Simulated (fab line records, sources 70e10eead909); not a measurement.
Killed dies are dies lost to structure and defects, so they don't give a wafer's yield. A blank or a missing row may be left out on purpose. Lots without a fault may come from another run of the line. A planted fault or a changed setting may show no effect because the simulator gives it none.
Chamber matching | flow nand_harc | NHARC_P_M2_DEP_33 on pecvd-02: 3 sister chambers
The step deposits SiCN, target thk 30 nm. 6 wafers are shown with their chamber, then 6 later ones without.

WAFERS WITH THEIR CHAMBER
wafer  | chamber | heater_power_w (W)
L148.6 | 0       | 593
L149.2 | 0       | 626
L155.3 | 2       | 513
L159.1 | 1       | 622
L159.2 | 2       | 573
L159.4 | 1       | 624

WAFERS WITHOUT THEIR CHAMBER
wafer  | heater_power_w (W)
L160.1 | 633
L160.3 | 553
L160.6 | 603
L169.1 | 514
L169.3 | 547
L169.4 | 673

WHICH CHAMBER EACH WENT THROUGH
wafer  | from the rows above          | in truth
L160.1 | can't be placed: 1 or 0      | 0
L160.3 | can't be placed: 2 or 0      | 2
L160.6 | can't be placed: 0 or 1 or 2 | 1
L169.1 | 2                            | 2
L169.3 | 2                            | 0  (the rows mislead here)
L169.4 | can't be placed: 1 or 0      | 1
Placed correctly: 1 of 6. Can't be placed from these rows: 4 (the true chamber is among the candidates in 4). Placed wrongly: 1.
How it was worked out, from the rows above alone: a wafer's distance from a chamber is the root of the sum, over the readings, of the square of ((its reading less the chamber's mean) divided by the reading's scatter). The wafer belongs to the nearest chamber; if the next one is less than 2 further off, it can't be placed. A chamber's mean is the mean of its shown wafers. The scatter: the root of (the sum of the squares of (reading less its chamber's mean) over the shown wafers, divided by (wafers less chambers)).
